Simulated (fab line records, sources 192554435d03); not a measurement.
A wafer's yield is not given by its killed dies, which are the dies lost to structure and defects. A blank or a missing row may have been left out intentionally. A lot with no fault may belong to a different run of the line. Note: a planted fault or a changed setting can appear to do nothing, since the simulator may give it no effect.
Chamber matching	flow n5Finfet	N5_BEOL_M7_ETCH_65 on rieDiel-01 has 4 sister chambers
The step etches SiARC in CF4, target depth 15.6 nm, time 26 s. 8 wafers are shown with their chamber, then 12 later ones without.

## WAFERS, EACH WITH ITS CHAMBER
wafer	chamber	showerheadPlenumPTorr (Torr)	drypumpMotorCurrentA (A)
L094.2	3	2.20	5.7
L094.3	2	2.04	6.4
L094.4	0	2.25	5.4
L094.5	2	2.04	6.4
L094.6	1	2.20	6.3
L095.1	0	2.25	5.5
L095.3	1	2.20	6.3
L095.4	3	2.19	5.7

## WAFERS WHOSE CHAMBER IS MISSING
wafer	showerheadPlenumPTorr (Torr)	drypumpMotorCurrentA (A)
L096.1	2.20	6.3
L096.2	2.19	5.7
L096.3	2.25	5.5
L096.4	2.03	6.3
L096.5	2.25	5.5
L096.6	2.20	6.3
L097.1	2.20	6.3
L097.2	2.19	5.7
L097.3	2.03	6.3
L097.4	2.25	5.5
L097.5	2.03	6.3
L097.6	2.20	6.3

## THE CHAMBER EACH PASSED THROUGH
wafer	from the rows above	in truth
L096.1	1	1
L096.2	3	3
L096.3	0	0
L096.4	2	2
L096.5	0	0
L096.6	1	1
L097.1	1	1
L097.2	3	3
L097.3	2	2
L097.4	0	0
L097.5	2	2
L097.6	1	1
Correct placement for 12 of the 12. Number that these rows cannot place: 0. Number placed wrongly: 0.
How it was worked out, from the rows above alone: a wafer's distance from a chamber is the root of the sum, over the readings, of the square of ((its reading less the chamber's mean) divided by the reading's scatter). The wafer belongs to the nearest chamber; if the next one is less than 2 further off, it can't be placed. For every chamber, the mean is computed from those of its wafers that are shown. How the scatter is found: for the shown wafers, subtract from each reading the mean of its chamber, square and add these, divide the total by (wafers less chambers), then take the root.
